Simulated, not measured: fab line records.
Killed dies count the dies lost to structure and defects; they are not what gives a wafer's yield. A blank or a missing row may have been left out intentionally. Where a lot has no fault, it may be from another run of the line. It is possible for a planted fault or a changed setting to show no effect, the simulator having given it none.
fab line records | flow n5Finfet
record lots=8 | wafers=24 | lastDay=20
route steps=1938 shown BEOL_M0@721 BEOL_M4@1111 PASSIVATION@1936
lots that met no fault: taken from a fault-free run of the same line
startH: hours from the record's first day to the start of the lot's first wafer shown | waitH: time in hours since the lot's previous step | " as in the row above | L1.1+2: a single row standing in for several wafers | - no value, or no start was given | * or withheld: withheld | < > ~ a bound
route shown NAME@n: names a module that has steps shown in the file, with the first one's number in the route | usual: average and standard deviation across the fault-free wafers | same: alike in all rows | chamber/n: place in a boat | sites: readings site by site | _std_site: how widely they spread, as a standard deviation | _edge_site: inner sites' mean taken away from outer sites' mean | radiusMm: how far each site lies from the wafer's centre | mask NAME#n: copy n | behind: the tool/chamber that last shaped the wafer | hold: why the lot went on hold/how many hours it stayed there/how the hold came to an end | device: which transistor (n, p or np) failed to switch | end of line: the route-end tests of the same wafers | a step with no rows: only its recipe | killed: not the wafer's yield, but the dies lost to structure and defects at the first sort | map: a wafer's dies, x killed, . not, _ none there
set.NAME: the setting the step ran with; set.NAME@STEP: the setting that earlier step ran with | model.NAME: the simulator's own value behind a step, which no gauge read
one table for each step of the route and one row for each wafer, over a sample of lots
services: when a tool's chamber went out of use (startH, in hours from the record's first day, below 0 if earlier), for how many hours, and the reason
## steps
# step N5_BEOL_M0_TRENCH_ETCH_107
# recipe chemistry=C4F6/O2 | targetDepthA=328 | target=SiOC | timeS=16.4 | ionEnergyEv=250 | pressureMtorr=30 | sourceW=355 | biasW=185 | Ar_flow_sccm=300 | C4F6_flow_sccm=10 | O2_flow_sccm=10
# usual C4F6_flow_sccm=10.001/0.029 | O2_flow_sccm=10.000/0.028 | drypumpMotorCurrentA=5.8/0.43 | mfcArSccm=300.0/0.82 | oesProductAu=0.74/0.054 | rfVppV=668/5.8 | showerheadPlenumPTorr=2.86/0.053 | throttleValvePct=20.86/0.15
lot.wafer | tool       | chamber | startH | waitH | C4F6_flow_sccm | O2_flow_sccm | drypumpMotorCurrentA | mfcArSccm | oesProductAu | rfHoursCounterH | rfVppV | showerheadPlenumPTorr | throttleValvePct
L956.1    | rieDiel-02 | 1       | 153.06 | 0.0   | 10.029         | 9.963        | 5.7                  | 300.5     | 0.75         | 163             | 674    | 2.85                  | 20.99
L956.4    | "          | 3       | "      | "     | 10.014         | 9.990        | 5.8                  | 299.7     | 0.71         | 216             | 675    | 2.92                  | 20.94
L956.6    | "          | 1       | "      | "     | 10.025         | 10.031       | 5.7                  | 300.0     | 0.74         | -               | 673    | 2.85                  | 20.99
L960.1    | rieDiel-04 | 3       | 164.13 | 0.0   | 10.014         | 9.969        | 5.4                  | 299.3     | 0.69         | 209             | 653    | 2.94                  | 21.04
L960.2    | "          | 2       | "      | "     | 9.973          | 9.997        | 6.2                  | 300.0     | 0.75         | 178             | 667    | 2.83                  | 20.81
L960.5    | "          | 3       | "      | "     | 10.039         | 10.003       | 5.4                  | 298.3     | 0.68         | -               | 655    | 2.94                  | 21.04
L961.1    | rieDiel-04 | 2       | 168.97 | 0.0   | 9.951          | 9.975        | 6.3                  | 300.3     | 0.75         | 180             | 666    | 2.83                  | 20.82
L961.3    | "          | 1       | "      | "     | 10.003         | 10.042       | 5.3                  | 300.5     | 0.71         | 204             | 673    | 2.94                  | 20.82
L961.4    | "          | 0       | "      | "     | 10.022         | 10.021       | 6.0                  | 299.2     | 0.68         | 219             | 666    | 2.81                  | 20.71
L970.2    | rieDiel-02 | 2       | 222.34 | 0.0   | 9.987          | 9.983        | 4.9                  | 299.6     | 0.73         | 178             | 674    | 2.84                  | 21.11
L970.4    | "          | 2       | "      | "     | 10.016         | 10.006       | 4.9                  | 299.6     | 0.73         | -               | 672    | 2.84                  | 21.14
L970.5    | "          | 3       | "      | "     | 9.948          | 9.984        | 5.8                  | 299.9     | 0.68         | -               | 674    | 2.91                  | 21.00
L971.1    | rieDiel-02 | 3       | 228.31 | 0.0   | 10.021         | 10.001       | 5.8                  | 299.7     | 0.69         | 245             | 674    | 2.91                  | 21.01
L971.3    | "          | 2       | "      | "     | 9.970          | 9.981        | 4.9                  | 299.6     | 0.71         | 181             | 673    | 2.84                  | 21.13
L971.4    | "          | 0       | "      | "     | 10.006         | 10.008       | 6.2                  | 299.3     | 0.83         | 78              | 674    | 2.87                  | 20.77
L977.1    | rieDiel-05 | 3       | 255.34 | 0.0   | 10.004         | 10.013       | 5.5                  | 299.1     | 0.72         | 196             | 665    | 2.94                  | 20.82
L977.2    | "          | 2       | "      | "     | 9.973          | 9.949        | 5.7                  | 299.6     | 0.71         | 225             | 663    | 2.82                  | 20.75
L977.6    | "          | 0       | "      | "     | 9.986          | 10.061       | 6.1                  | 299.1     | 0.72         | -               | 663    | 2.85                  | 20.95
L976.1    | rieDiel-04 | 2       | 258.50 | 0.0   | 9.999          | 9.987        | 6.2                  | 300.0     | 0.72         | 216             | 667    | 2.81                  | 20.85
L976.3    | "          | 3       | "      | "     | 9.994          | 9.976        | 5.4                  | 299.8     | 0.66         | 245             | 655    | 2.93                  | 21.11
L976.6    | "          | 1       | "      | "     | 10.040         | 10.024       | 5.3                  | 299.5     | 0.67         | -               | 673    | 2.92                  | 20.88
L974.1    | rieDiel-05 | 1       | 265.14 | 0.0   | 10.005         | 9.987        | 6.3                  | 300.4     | 0.81         | 71              | 669    | 2.77                  | 20.59
L974.2    | "          | 0       | "      | "     | 9.970          | 10.005       | 6.1                  | 300.1     | 0.71         | 161             | 663    | 2.85                  | 20.96
L974.6    | "          | 3       | "      | "     | 10.060         | 10.046       | 5.5                  | 299.5     | 0.71         | -               | 667    | 2.94                  | 20.85
# step N5_BEOL_M0_ETCH_109
# recipe chemistry=CH3F/O2 | targetDepthA=80 | overetchA=24 | target=SiCN | timeS=27.4 | ionEnergyEv=120 | pressureMtorr=30 | sourceW=395 | biasW=75 | Ar_flow_sccm=150 | CH3F_flow_sccm=30 | O2_flow_sccm=20
# usual CH3F_flow_sccm=29.98/0.085 | O2_flow_sccm=20.00/0.057 | drypumpMotorCurrentA=5.7/0.46 | mfcArSccm=150.0/0.42 | oesProductAu=0.64/0.049 | rfVppV=297.7/1 | showerheadPlenumPTorr=2.02/0.033 | throttleValvePct=16.38/0.14
lot.wafer | tool       | chamber | startH | waitH | CH3F_flow_sccm | O2_flow_sccm | drypumpMotorCurrentA | mfcArSccm | oesProductAu | rfHoursCounterH | rfVppV | showerheadPlenumPTorr | throttleValvePct
L956.1    | rieDiel-02 | 0       | 153.71 | 0.5   | 30.15          | 19.99        | 6.3                  | 149.9     | 0.74         | 49              | 298.6  | 2.03                  | 16.17
L956.4    | "          | 3       | "      | "     | 29.93          | 20.02        | 5.8                  | 149.7     | 0.62         | 216             | 299.0  | 2.06                  | 16.46
L956.6    | "          | 3       | "      | "     | 29.92          | 20.04        | 5.8                  | 149.8     | 0.62         | -               | 297.6  | 2.06                  | 16.45
L960.1    | rieDiel-02 | 1       | 164.81 | 0.5   | 29.95          | 19.99        | 5.7                  | 150.2     | 0.64         | 168             | 296.6  | 2.00                  | 16.44
L960.2    | "          | 3       | "      | "     | 30.06          | 20.08        | 5.8                  | 150.4     | 0.61         | 220             | 298.3  | 2.06                  | 16.45
L960.5    | "          | 1       | "      | "     | 29.88          | 20.04        | 5.7                  | 150.0     | 0.64         | -               | 297.1  | 2.00                  | 16.45
L961.1    | rieDiel-02 | 3       | 169.18 | 0.0   | 29.96          | 20.05        | 5.9                  | 150.1     | 0.59         | 222             | 298.5  | 2.05                  | 16.45
L961.3    | "          | 1       | "      | "     | 29.96          | 20.12        | 5.7                  | 150.5     | 0.63         | 170             | 296.0  | 2.00                  | 16.45
L961.4    | "          | 2       | "      | "     | 29.95          | 19.93        | 4.9                  | 149.4     | 0.64         | 156             | 297.1  | 2.00                  | 16.54
L970.2    | rieDiel-04 | 0       | 222.56 | 0.0   | -              | -            | -                    | -         | -            | -               | -      | -                     | -
L970.4    | "          | 2       | "      | "     | -              | -            | -                    | -         | -            | -               | -      | -                     | -
L970.5    | "          | 2       | "      | "     | -              | -            | -                    | -         | -            | -               | -      | -                     | -
L971.1    | rieDiel-02 | 0       | 228.53 | 0.0   | -              | -            | -                    | -         | -            | -               | -      | -                     | -
L971.3    | "          | 3       | "      | "     | -              | -            | -                    | -         | -            | -               | -      | -                     | -
L971.4    | "          | 1       | "      | "     | -              | -            | -                    | -         | -            | -               | -      | -                     | -
L977.1    | rieDiel-05 | 1       | 256.10 | 0.6   | 29.90          | 19.96        | 6.3                  | 149.5     | 0.70         | 68              | 297.0  | 1.94                  | 16.06
L977.2    | "          | 3       | "      | "     | 29.93          | 20.08        | 5.5                  | 150.1     | 0.62         | 196             | 299.5  | 2.07                  | 16.35
L977.6    | "          | 2       | "      | "     | 30.01          | 19.91        | 5.7                  | 150.1     | 0.60         | -               | 296.8  | 1.98                  | 16.29
L976.1    | rieDiel-04 | 2       | 258.71 | 0.0   | 30.02          | 19.97        | 6.3                  | 150.8     | 0.60         | 216             | 297.2  | 1.98                  | 16.37
L976.3    | "          | 3       | "      | "     | 29.97          | 20.03        | 5.3                  | 149.5     | 0.57         | 245             | 298.9  | 2.06                  | 16.55
L976.6    | "          | 2       | "      | "     | 30.00          | 20.00        | 6.2                  | 150.7     | 0.60         | -               | 295.7  | 1.98                  | 16.39
L974.1    | rieDiel-02 | 0       | 265.37 | 0.0   | 30.03          | 19.96        | 6.2                  | 150.2     | 0.68         | 97              | 299.0  | 2.01                  | 16.25
L974.2    | "          | 2       | "      | "     | 29.85          | 20.09        | 4.9                  | 149.8     | 0.60         | 201             | 295.9  | 1.98                  | 16.62
L974.6    | "          | 2       | "      | "     | 30.02          | 20.08        | 4.9                  | 150.0     | 0.61         | -               | 297.4  | 1.98                  | 16.62
# step N5_BEOL_M0_DEGAS_112
# recipe ambient=vacuum | tempC=250 | timeS=60
# usual heaterPowerW=331/27 | susceptorTempC=249.97/0.2
lot.wafer | tool          | chamber | startH | waitH | heaterPowerW | susceptorTempC
L956.1    | pvdSputter-03 | -       | 154.19 | 0.3   | 361          | 250.05
L956.4    | "             | -       | "      | "     | 302          | 249.89
L956.6    | "             | -       | "      | "     | 296          | 249.77
L960.1    | pvdSputter-02 | -       | 165.64 | 0.7   | 304          | 249.73
L960.2    | "             | -       | "      | "     | 344          | 249.99
L960.5    | "             | -       | "      | "     | 351          | 249.93
L961.1    | pvdSputter-02 | -       | 170.66 | 1.3   | 310          | 249.83
L961.3    | "             | -       | "      | "     | 343          | 249.76
L961.4    | "             | -       | "      | "     | 339          | 250.10
L970.2    | pvdSputter-03 | -       | 223.00 | 0.3   | 296          | 249.95
L970.4    | "             | -       | "      | "     | 364          | 250.09
L970.5    | "             | -       | "      | "     | 357          | 249.99
L971.1    | pvdSputter-03 | -       | 229.31 | 0.6   | 353          | 250.11
L971.3    | "             | -       | "      | "     | 356          | 250.00
L971.4    | "             | -       | "      | "     | 301          | 249.68
L977.1    | pvdSputter-03 | -       | 257.48 | 1.2   | 365          | 250.17
L977.2    | "             | -       | "      | "     | 291          | 249.83
L977.6    | "             | -       | "      | "     | 299          | 249.79
L976.1    | pvdSputter-03 | -       | 259.00 | 0.2   | 298          | 249.54
L976.3    | "             | -       | "      | "     | 355          | 249.75
L976.6    | "             | -       | "      | "     | 294          | 250.01
L974.1    | pvdSputter-03 | -       | 265.80 | 0.3   | 296          | 249.93
L974.2    | "             | -       | "      | "     | 370          | 250.10
L974.6    | "             | -       | "      | "     | 303          | 249.88
# step N5_BEOL_M0_PRE_CLEAN_113
# recipe gas=H2/He | timeS=30 | tempC=250
# usual heaterPowerW=330/27 | susceptorTempC=250.03/0.16
lot.wafer | tool          | chamber | startH | waitH | heaterPowerW | susceptorTempC
L956.1    | pvdSputter-03 | -       | 154.23 | 0.0   | 352          | 249.91
L956.4    | "             | -       | "      | "     | 292          | 250.04
L956.6    | "             | -       | "      | "     | 297          | 250.21
L960.1    | pvdSputter-02 | -       | 165.68 | 0.0   | 304          | 250.00
L960.2    | "             | -       | "      | "     | 331          | 250.19
L960.5    | "             | -       | "      | "     | 332          | 250.13
L961.1    | pvdSputter-02 | -       | 170.70 | 0.0   | 302          | 249.88
L961.3    | "             | -       | "      | "     | 341          | 250.11
L961.4    | "             | -       | "      | "     | 336          | 250.23
L970.2    | pvdSputter-03 | -       | 223.04 | 0.0   | 291          | 249.89
L970.4    | "             | -       | "      | "     | 365          | 250.04
L970.5    | "             | -       | "      | "     | 354          | 250.59
L971.1    | pvdSputter-03 | -       | 229.35 | 0.0   | 359          | 250.27
L971.3    | "             | -       | "      | "     | 364          | 249.98
L971.4    | "             | -       | "      | "     | 297          | 249.88
L977.1    | pvdSputter-03 | -       | 257.52 | 0.0   | 362          | 250.05
L977.2    | "             | -       | "      | "     | 302          | 249.85
L977.6    | "             | -       | "      | "     | 297          | 250.04
L976.1    | pvdSputter-03 | -       | 259.04 | 0.0   | 303          | 249.90
L976.3    | "             | -       | "      | "     | 348          | 250.03
L976.6    | "             | -       | "      | "     | 288          | 250.17
L974.1    | pvdSputter-03 | -       | 265.84 | 0.0   | 287          | 249.89
L974.2    | "             | -       | "      | "     | 358          | 250.11
L974.6    | "             | -       | "      | "     | 296          | 250.12
# step N5_BEOL_M0_RS_MEAS_126
# recipe thkMeasGauge=four-point-probe | reads=Co_of_BEOL_M0_CO_CAP_123+Cu_of_BEOL_M0_ECD_118+Co_of_BEOL_M0_CVD_115+TaN_of_BEOL_M0_ALD_136
# usual M0_RS=0.534/0.018
lot.wafer | tool         | chamber | startH | waitH | M0_RS[ohm/sq]
L956.1    | filmMetro-02 | -       | 156.29 | 0.0   | 0.532
L956.4    | "            | -       | "      | "     | 0.548
L956.6    | "            | -       | "      | "     | 0.517
L960.1    | filmMetro-01 | -       | 168.26 | 0.0   | 0.568
L960.2    | "            | -       | "      | "     | 0.559
L960.5    | "            | -       | "      | "     | 0.535
L961.1    | filmMetro-01 | -       | 172.80 | 0.0   | 0.563
L961.3    | "            | -       | "      | "     | 0.526
L961.4    | "            | -       | "      | "     | 0.552
L970.2    | filmMetro-01 | -       | 226.18 | 0.1   | 0.620
L970.4    | "            | -       | "      | "     | 0.600
L970.5    | "            | -       | "      | "     | 0.619
L971.1    | filmMetro-02 | -       | 231.90 | 0.0   | 0.601
L971.3    | "            | -       | "      | "     | 0.596
L971.4    | "            | -       | "      | "     | 0.551
L977.1    | filmMetro-02 | -       | 259.76 | 0.0   | 0.567
L977.2    | "            | -       | "      | "     | 0.557
L977.6    | "            | -       | "      | "     | 0.540
L976.1    | filmMetro-02 | -       | 261.00 | 0.1   | 0.566
L976.3    | "            | -       | "      | "     | 0.544
L976.6    | "            | -       | "      | "     | 0.564
L974.1    | filmMetro-02 | -       | 269.47 | 0.0   | 0.541
L974.2    | "            | -       | "      | "     | 0.529
L974.6    | "            | -       | "      | "     | 0.541
# step N5_BEOL_M4_RC_MEAS_101
# usual DIBL_N=36.0/1.3 | DIBL_P=36.2/1.7 | IOFF_N=0.155/0.024 | IOFF_P=0.21/0.034 | ION_N=674/9 | ION_P=463/7.1 | SS_N=71.4/0.5 | SS_P=73.4/0.57 | VT_N=250.0/2.8 | VT_P=-251/3.2
lot.wafer | tool      | chamber | startH | waitH | DIBL_N[mV/V] | DIBL_P[mV/V] | IOFF_N[nA/um] | IOFF_P[nA/um] | ION_N[uA/um] | ION_P[uA/um] | SS_N[mV/dec] | SS_P[mV/dec] | VT_N[mV] | VT_P[mV]
L956.1    | prober-01 | 0       | 249.90 | 0.0   | 35.8         | 35.3         | 0.143         | 0.18          | 675          | 457          | 71.1         | 72.9         | 250.7    | -252
L956.4    | "         | 0       | "      | "     | 35.7         | 35.4         | 0.144         | 0.19          | 675          | 458          | 70.8         | 73.4         | 251.6    | -252
L956.6    | "         | 0       | "      | "     | 37.3         | 37.0         | 0.171         | 0.20          | 680          | 459          | 71.6         | 73.3         | 249.7    | -251
L960.1    | prober-02 | 0       | 265.81 | 0.0   | 33.4         | 33.2         | 0.119         | 0.16          | 674          | 468          | 70.7         | 72.5         | 250.9    | -252
L960.2    | "         | 0       | "      | "     | 37.6         | 38.7         | 0.184         | 0.24          | 687          | 469          | 71.9         | 74.5         | 246.6    | -245
L960.5    | "         | 0       | "      | "     | 34.8         | 34.7         | 0.129         | 0.19          | 670          | 466          | 71.7         | 72.3         | 250.3    | -252
L961.1    | prober-01 | 0       | 269.10 | 0.0   | 37.7         | 38.9         | 0.166         | 0.21          | 681          | 468          | 72.4         | 73.9         | 249.4    | -251
L961.3    | "         | 0       | "      | "     | 35.2         | 34.5         | 0.118         | 0.15          | 655          | 447          | 71.3         | 72.2         | 251.3    | -257
L961.4    | "         | 0       | "      | "     | 38.3         | 39.2         | 0.181         | 0.22          | 676          | 467          | 71.6         | 73.0         | 248.6    | -251
L977.1    | prober-01 | 0       | 347.71 | 0.0   | 35.7         | 34.9         | 0.135         | 0.20          | 676          | 464          | 70.9         | 73.0         | 251.9    | -251
L977.2    | "         | 0       | "      | "     | 34.8         | 34.3         | 0.120         | 0.19          | 668          | 464          | 71.0         | 72.4         | 255.6    | -249
L977.6    | "         | 0       | "      | "     | 34.3         | 34.5         | 0.121         | 0.19          | 664          | 464          | 70.4         | 72.5         | 253.3    | -250
L976.1    | prober-01 | 0       | 358.50 | 0.0   | 34.6         | 34.0         | 0.126         | 0.16          | 657          | 447          | 70.6         | 73.1         | 257.1    | -257
L976.3    | "         | 0       | "      | "     | 33.5         | 33.6         | 0.124         | 0.16          | 658          | 453          | 71.5         | 72.0         | 253.6    | -256
L976.6    | "         | 0       | "      | "     | 33.9         | 33.6         | 0.121         | 0.16          | 655          | 453          | 71.5         | 73.2         | 253.1    | -256
L974.1    | prober-01 | 0       | 369.43 | 0.0   | 34.5         | 35.1         | 0.136         | 0.18          | 669          | 456          | 70.9         | 73.0         | 251.0    | -253
L974.2    | "         | 0       | "      | "     | 36.4         | 37.7         | 0.172         | 0.22          | 680          | 468          | 71.4         | 73.1         | 246.8    | -251
L974.6    | "         | 0       | "      | "     | 35.0         | 35.5         | 0.146         | 0.19          | 671          | 467          | 71.5         | 72.6         | 249.7    | -251
# step N5_PASSIVATION_PROBE_49
# usual defectLimitedYield=90.8/1.7 | killed_at_M0_to_M3=37/12 | killed_at_M4_up=15/5.6 | killedAtContacts=13/6.9 | killedAtFrontEnd=40/11 | killedAtOther=4/3.2 | killedDies=109/20 | killedOnRim=14/4.3 | killedOpen=73/15 | killedShort=35/8.3 | sort_bin_5_function=5.4/1.1 | sort_bin_6_memory=3.5/0.73 | sortNPass=1071/20 | sortYieldPct=90.8/1.7
# same grossDies=1180 | killedAtBackSide=0 | sort_bin_4_leakage[%]=0 | sort_bin_8_speed[%]=0
lot.wafer | tool      | chamber | startH | waitH | defectLimitedYield[%] | killed_at_M0_to_M3 | killed_at_M4_up | killedAtContacts | killedAtFrontEnd | killedAtOther | killedDies | killedOnRim | killedOpen | killedShort | sort_bin_5_function[%] | sort_bin_6_memory[%] | sortNPass | sortYieldPct[%]
L970.2    | prober-01 | -       | 425.93 | 0.1   | 0                     | 1114               | 13              | 14               | 38               | 1             | 1180       | 152         | 64         | 44          | 96.8                   | 3.0                  | 0         | 0
L970.4    | prober-01 | -       | 426.03 | 0.2   | 0                     | 1101               | 17              | 17               | 37               | 8             | 1180       | 152         | 68         | 48          | 95.3                   | 4.4                  | 0         | 0
L970.5    | prober-01 | -       | 426.08 | 0.2   | 0                     | 1136               | 11              | 15               | 17               | 1             | 1180       | 152         | 46         | 31          | 97.5                   | 2.1                  | 0         | 0
L971.1    | prober-01 | -       | 431.19 | 0.0   | 0                     | 1088               | 26              | 16               | 43               | 7             | 1180       | 152         | 79         | 33          | 96.2                   | 3.4                  | 0         | 0
L971.3    | prober-01 | -       | 431.29 | 0.1   | 0                     | 1110               | 21              | 9                | 38               | 2             | 1180       | 152         | 57         | 37          | 97.2                   | 2.5                  | 0         | 0
L971.4    | prober-01 | -       | 431.34 | 0.2   | 0                     | 1109               | 10              | 8                | 51               | 2             | 1180       | 152         | 80         | 38          | 95.7                   | 4.0                  | 0         | 0
# killed by level:class
L970.2 BEOL_M0:areaEtch=1072 BEOL_M2:geometricParticle:open=16 FIN_SAQP:geometricParticle:open=9 MOL_CONTACT_COAG:geometricParticle:open=9 GATE_CUT:geometricParticle:short=8 FIN_SAQP:geometricParticle:short=7 BEOL_M0_SAQP:geometricParticle:short=6 BEOL_M2:geometricParticle:short=6
L970.4 BEOL_M0:areaEtch=1064 MOL_CONTACT_COAG:geometricParticle:open=14 BEOL_M0_SAQP:geometricParticle:short=9 FIN_SAQP:geometricParticle:open=7 GATE_CUT:geometricParticle:short=7 BEOL_M2:geometricParticle:open=6 BEOL_M2:geometricParticle:short=6 BEOL_M3:geometricParticle:open=6
L970.5 BEOL_M0:areaEtch=1103 MOL_CONTACT_COAG:geometricParticle:open=14 BEOL_M2:geometricParticle:short=8 FIN_SAQP:geometricParticle:short=6 BEOL_M2:geometricParticle:open=6 BEOL_M5:geometricParticle:open=6 BEOL_M0_SAQP:geometricParticle:short=5 STI_FIN_REVEAL:geometricParticle:open=4
L971.1 BEOL_M0:areaEtch=1068 MOL_CONTACT_COAG:geometricParticle:open=13 STI_FIN_REVEAL:geometricParticle:open=9 BEOL_M4:geometricParticle:open=9 FIN_SAQP:geometricParticle:open=7 FIN_SAQP:geometricParticle:short=6 BEOL_M3:geometricParticle:open=6 BEOL_M5:geometricParticle:open=6
L971.3 BEOL_M0:areaEtch=1086 BEOL_M4:geometricParticle:open=15 FIN_SAQP:geometricParticle:open=12 FIN_SAQP:geometricParticle:short=7 MOL_CONTACT_COAG:geometricParticle:open=6 BEOL_M0_SAQP:geometricParticle:short=6 BEOL_M0_SAQP:geometricParticle:open=5 STI_FIN_REVEAL:geometricParticle:open=4
L971.4 BEOL_M0:areaEtch=1061 FIN_SAQP:geometricParticle:open=18 FIN_SAQP:geometricParticle:short=15 BEOL_M0_SAQP:geometricParticle:open=11 BEOL_M0_SAQP:geometricParticle:short=10 STI_FIN_REVEAL:geometricParticle:open=7 MOL_CONTACT_COAG:geometricParticle:open=7 BEOL_M1:geometricParticle:open=7
## services
tool          | chamber | startH | hours | kind
rieDiel-04    | 1       | 137.43 | 26.9  | repair
rieDiel-04    | -       | 140.31 | 15.6  | pm
pvdSputter-02 | -       | 143.09 | 2.5   | repair
rieDiel-02    | -       | 187.57 | 0.5   | repair
rieDiel-05    | 1       | 217.15 | 4.6   | repair
rieDiel-02    | 1       | 217.15 | 5.2   | repair
rieDiel-04    | 3       | 230.56 | 7.6   | repair
rieDiel-02    | 3       | 237.75 | -     | clean
rieDiel-02    | 3       | 237.75 | -     | consumableReplace:esc
rieDiel-02    | 3       | 237.75 | -     | consumableReplace:focusRing
rieDiel-02    | 3       | 237.75 | 29.9  | scheduledDown
rieDiel-02    | 3       | 237.75 | 29.9  | ventCycle
rieDiel-04    | 0       | 244.50 | -     | clean
rieDiel-04    | 0       | 244.50 | -     | consumableReplace:focusRing
rieDiel-04    | 0       | 244.50 | 19.1  | scheduledDown
rieDiel-04    | 0       | 244.50 | 19.1  | ventCycle
rieDiel-04    | 2       | 263.68 | 2.8   | repair
## key
firstSign step=N5_BEOL_M0_ETCH_109 | reading=toolRecord | direction=missing
effect step=N5_BEOL_M0_RS_MEAS_126 | reading=M0_RS | direction=up | sigmas=3.6 | usual=0.534 | struck=0.598
effect step=N5_PASSIVATION_PROBE_49 | reading=killed_at_M0_to_M3 | direction=up | sigmas=89 | usual=37 | struck=1110
moreKillsBornAt N5_BEOL_M0_ETCH_109@rieDiel-04=3237 | N5_BEOL_M0_ETCH_109@rieDiel-02=3215
metAt N5_BEOL_M0_ETCH_109
struckLots L970,L971
laterRowsLeftOut L970.2,L970.4,L970.5,L971.1,L971.3,L971.4
notActingAt N5_BEOL_M0_TRENCH_ETCH_107,N5_BEOL_M0_DEGAS_112,N5_BEOL_M0_PRE_CLEAN_113
onsetBetween 169.18 222.56
fault kind=skippedStepWhole | tool=rieDiel-02,rieDiel-04 | chamber=- | onsetH=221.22 | steps=N5_BEOL_M0_ETCH_109 | scope=struckLotsOnly
# laterRowsLeftOut: the simulator's readings of these wafers behind a module that went badly wrong aren't trusted and aren't shown, but for the sort
